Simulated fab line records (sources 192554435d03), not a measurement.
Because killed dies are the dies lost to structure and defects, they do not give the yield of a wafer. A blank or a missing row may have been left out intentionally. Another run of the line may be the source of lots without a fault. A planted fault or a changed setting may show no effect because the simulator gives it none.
Comparing a struck lot with a sound one -- flow n5 finfet -- 14 out of 1938 route steps
Sound: the wafers L118.2, L118.3, L118.5. Wafers L119.1, L119.2, L119.3 were the ones struck. The cause comes at the end.
Order at every step that has rows: each side's tool, ch and its chambers, its first start. Under that, the readings that differ: sound wafers -- struck wafers -- difference of the means -- sigmas: that difference in standard deviations of wafers without a fault.
alike: readings whose means differ by less than 2 such deviations, and words and numbers that are the same on both sides. not compared: withheld readings, readings that some wafer has no value for, bounds like >300 that may hide the same value, and numbers for which the record gives no deviation and whose values overlap.
Wherever a step has rows on one side only, a row that says differs or no value, or a row with sigmas, the two part there. When numbers do not overlap yet have no deviation, they are printed without sigmas and do not part them. Lack of a reading on every wafer of one side parts them only where that side has two or more wafers.

N5_BEOL_M5_STRIP_64: strips in CF4.
  sound on rie diel-02 ch 1,2,3, day 8 01:32; struck on rie diel-05 ch 0,2,3, day 9 11:48
  alike: drypump motor current A, oes product au, rf vpp V, showerhead plenum p Torr, throttle valve pct
  not compared: rf hours counter h
N5_BEOL_M5_HM_OPEN_17: chemistry Cl2/BCl3, target TiN, target depth 20 nm, overetch 6 nm.
  sound on rie metal-01 ch 1, day 8 01:34; struck on rie metal-01 ch 0,1, day 9 11:51
reading,sound,struck,difference,sigmas
oes product au (a.u.),0.50 0.49 0.50,0.85 0.64 0.65,+0.22,+3
throttle valve pct (%),22.4 22.4 22.4,21.9 21.6 21.6,-0.7,-2
  alike: bias w, drypump motor current A
  not compared: rf hours counter h
N5_BEOL_M5_STRIP_19: strips in O2.
  sound on rie diel-05 ch 2,3, day 8 01:41; struck on rie diel-05 ch 0,2,3, day 9 11:58
  alike: drypump motor current A, oes product au, rf vpp V, showerhead plenum p Torr, throttle valve pct
  not compared: rf hours counter h
N5_BEOL_M5_CD_MEAS_18: pitch 56 nm, target cd 28 nm.
  sound on cd sem-01 at day 8 01:46; struck on cd sem-02 at day 9 12:02
  alike: cd nm
then, 8 steps without rows for these wafers: N5_BEOL_M5_COAT_65 (time 60 s, resist thk 60 nm); N5_BEOL_M5_COAT_66 (time 60 s, resist thk 12 nm); N5_BEOL_M5_COAT_74 (time 60 s, resist thk 5 nm); N5_BEOL_M5_COAT_22 (resist thk 30 nm); N5_BEOL_M5_EBR_24; N5_BEOL_M5_SOFTBAKE_23 (time 60 s); N5_BEOL_M5_EXPOSE_25 (exposes mask V4, defocus 10 nm); N5_BEOL_M5_PEB_26 (peb time 60 s).
N5_BEOL_M5_DEVELOP_27: develop time 30 s.
  struck on litho track-04, day 9 12:51; sound on litho track-03 ch 0, day 8 08:56
  no value came back on the struck wafers for chill plate temp C (C), develop time s (s); on the sound wafers chill plate temp C (C) reads 23.13 23.25 23.13
reading,sound,struck,difference,sigmas
model.CAR-EUV_of_BEOL_M5_COAT_22.thk nm (nm),29.6 29.6 29.6,30 30 30,+0,
N5_BEOL_M5_CD_MEAS_28: target cd 30.6 nm, target cd y 20 nm.
  sound on cd sem-01 ch 0, day 8 09:00; struck on cd sem-01 ch 0, day 9 12:55
reading,sound,struck,difference,sigmas
cd nm (nm),30.29 30.19 30.51,- - -,no value on the struck wafers,

== WHERE THEY PART ==
Last at N5_BEOL_M5_CD_MEAS_28 as far as this record goes, first at N5_BEOL_M5_HM_OPEN_17.

WHY: what the simulator had put in
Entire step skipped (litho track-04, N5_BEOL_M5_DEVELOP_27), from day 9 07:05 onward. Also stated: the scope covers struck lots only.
